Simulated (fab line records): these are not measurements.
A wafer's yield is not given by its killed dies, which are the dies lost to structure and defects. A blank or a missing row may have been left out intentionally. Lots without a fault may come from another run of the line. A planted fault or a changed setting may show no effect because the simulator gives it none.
Which tool did it? || flow nand_harc || 14 lots with 42 wafers sampled at 2 steps, on a route of 1302 steps

## WHAT THE GAUGES SHOWED, per wafer
NHARC_A_CONTACT_CD_MEAS_53.
{"lot": "L609", "measured": "day 22 04:05", "on": "cd_sem-02", "cd_nm (nm)": "288.4 288.6 288.9"}
{"lot": "L611", "measured": "day 22 12:52", "on": "cd_sem-03", "cd_nm (nm)": "288.5 288.4 288.5"}
{"lot": "L612", "measured": "day 22 16:49", "on": "cd_sem-02", "cd_nm (nm)": "290.1 289.8 289.9"}
{"lot": "L613", "measured": "day 23 18:18", "on": "cd_sem-03", "cd_nm (nm)": "289.8 289.6 290.4"}
{"lot": "L615", "measured": "day 24 09:29", "on": "cd_sem-03", "cd_nm (nm)": "290.1 290.3 290.8"}
{"lot": "L614", "measured": "day 24 09:45", "on": "cd_sem-02", "cd_nm (nm)": "289.2 289.0 288.8"}
{"lot": "L621", "measured": "day 25 19:50", "on": "cd_sem-02", "cd_nm (nm)": "290.0 289.4 290.0"}
{"lot": "L619", "measured": "day 25 21:06", "on": "cd_sem-02", "cd_nm (nm)": "289.1 289.0 288.9"}
{"lot": "L623", "measured": "day 27 21:23", "on": "cd_sem-02", "cd_nm (nm)": "289.2 289.0 288.9"}
{"lot": "L626", "measured": "day 29 03:46", "on": "cd_sem-01", "cd_nm (nm)": "288.9 289.0 289.0"}
{"lot": "L627", "measured": "day 29 04:36", "on": "cd_sem-03", "cd_nm (nm)": "290.1 290.4 289.7"}
{"lot": "L630", "measured": "day 30 02:02", "on": "cd_sem-01", "cd_nm (nm)": "289.1 288.9 289.0"}
{"lot": "L631", "measured": "day 30 19:10", "on": "cd_sem-03", "cd_nm (nm)": "289.9 290.1 290.1"}
{"lot": "L632", "measured": "day 31 14:03", "on": "cd_sem-01", "cd_nm (nm)": "289.2 290.1 289.8"}

## TOOL THAT RAN EACH LOT (tool first, then ch and the chambers of the sampled wafers, then the start)
{"lot": "L609", "NHARC_A_CONTACT_ETCH_115": "har_cap_etch-03 ch 0,1, day 22 00:56"}
{"lot": "L611", "NHARC_A_CONTACT_ETCH_115": "har_cap_etch-02 ch 0,1, day 22 10:13"}
{"lot": "L612", "NHARC_A_CONTACT_ETCH_115": "har_cap_etch-03 ch 0,1, day 22 14:17"}
{"lot": "L613", "NHARC_A_CONTACT_ETCH_115": "har_cap_etch-02 ch 0,1, day 23 15:44"}
{"lot": "L615", "NHARC_A_CONTACT_ETCH_115": "har_cap_etch-01 ch 0,1, day 24 06:42"}
{"lot": "L614", "NHARC_A_CONTACT_ETCH_115": "har_cap_etch-02 ch 0,1, day 24 07:11"}
{"lot": "L621", "NHARC_A_CONTACT_ETCH_115": "har_cap_etch-03 ch 0,1, day 25 17:17"}
{"lot": "L619", "NHARC_A_CONTACT_ETCH_115": "har_cap_etch-02 ch 0,1, day 25 18:33"}
{"lot": "L623", "NHARC_A_CONTACT_ETCH_115": "har_cap_etch-03 ch 0,1, day 27 18:52"}
{"lot": "L626", "NHARC_A_CONTACT_ETCH_115": "har_cap_etch-02 ch 0, day 29 01:13"}
{"lot": "L627", "NHARC_A_CONTACT_ETCH_115": "har_cap_etch-01 ch 0,1, day 29 02:03"}
{"lot": "L630", "NHARC_A_CONTACT_ETCH_115": "har_cap_etch-03 ch 0,1, day 29 23:30"}
{"lot": "L631", "NHARC_A_CONTACT_ETCH_115": "har_cap_etch-03 ch 0,1, day 30 16:34"}
{"lot": "L632", "NHARC_A_CONTACT_ETCH_115": "har_cap_etch-03 ch 1, day 31 11:26"}
- NHARC_A_CONTACT_ETCH_115: etches the open film in C4F8/O2/Ar, time 190 s, target depth 1850 nm.

## WHAT THE TOOLS THEMSELVES READ (means of the sampled wafers that have a number; where no wafer has one, the mark that the record gives instead)
The record holds no such reading with a usual standard deviation.

## THE ANSWER, worked out from the rows above alone
Rule: what is usual is taken from the lots themselves. Put in order of their means at a reading, lots are off if they are a third of the lots or fewer, leave a main group of 4 or more, and stand apart from it by a gap of 3 or more times the standard deviation of the main group's means; of several such gaps the widest counts. The tables above print the reading to a certain number of digits; a main group whose means all agree to those digits is not used. A lot without any number at a reading at which 4 lots or more have one is off too. Any other lot the step has rows for is counted as sound. Order of review: gauges by route order, followed by the tools' own readings, for which a lot's mean as printed above is used. At the first step where some lot is off, the reading lying furthest off is the one used; lots without a number count as furthest.
No lot is off on any of the readings shown, so nothing can be concluded from this.

## WHAT THE SIMULATOR PUT IN
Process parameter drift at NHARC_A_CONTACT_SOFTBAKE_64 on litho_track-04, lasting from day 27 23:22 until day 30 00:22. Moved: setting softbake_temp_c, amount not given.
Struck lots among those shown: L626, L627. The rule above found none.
